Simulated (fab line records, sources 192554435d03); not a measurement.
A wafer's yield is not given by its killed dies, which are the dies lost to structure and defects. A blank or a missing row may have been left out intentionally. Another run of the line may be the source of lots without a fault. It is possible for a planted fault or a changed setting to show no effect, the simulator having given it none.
Matching of chambers | flow n5 finfet | N5_BEOL_M3_ALD_84 on ald metal-03 has 4 sister chambers
The step deposits TaN, pulse time 2 s, purge time 3 s, co reactant purge time 2 s. 4 wafers are shown with their chamber, then 12 later ones without.

## EACH WAFER AND ITS CHAMBER
wafer  | chamber | heater power w (W)
L084.6 | 1       | 469
L091.6 | 3       | 363
L089.3 | 0       | 424
L089.5 | 2       | 400

## WAFERS WITH NO CHAMBER GIVEN
wafer  | heater power w (W)
L094.1 | 443
L094.2 | 406
L094.3 | 427
L094.4 | 359
L094.5 | 407
L094.6 | 363
L095.1 | 422
L095.5 | 415
L095.6 | 375
L096.3 | 455
L096.5 | 408
L096.6 | 369

## THE CHAMBER EACH PASSED THROUGH
wafer  | from the rows above     | in truth
L094.1 | can't be placed: 0 or 1 | 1
L094.2 | can't be placed: 2 or 0 | 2
L094.3 | 0                       | 0
L094.4 | 3                       | 3
L094.5 | can't be placed: 2 or 0 | 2
L094.6 | 3                       | 3
L095.1 | 0                       | 0
L095.5 | can't be placed: 0 or 2 | 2
L095.6 | can't be placed: 3 or 2 | 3
L096.3 | can't be placed: 1 or 0 | 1
L096.5 | can't be placed: 2 or 0 | 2
L096.6 | 3                       | 3
Correct placement for 5 of the 12. These rows do not allow placing 7 (true chamber among the candidates in 7). Number placed wrongly: 0.
How it was worked out, from the rows above alone: a wafer's distance from a chamber is the root of the sum, over the readings, of the square of ((its reading less the chamber's mean) divided by the reading's scatter). The wafer belongs to the nearest chamber; if the next one is less than 2 further off, it can't be placed. Each chamber's mean is taken over the wafers shown for it. The scatter (one wafer shown for each chamber): square how far every hidden wafer sits from the nearest shown wafer, average those squares and take the square root.
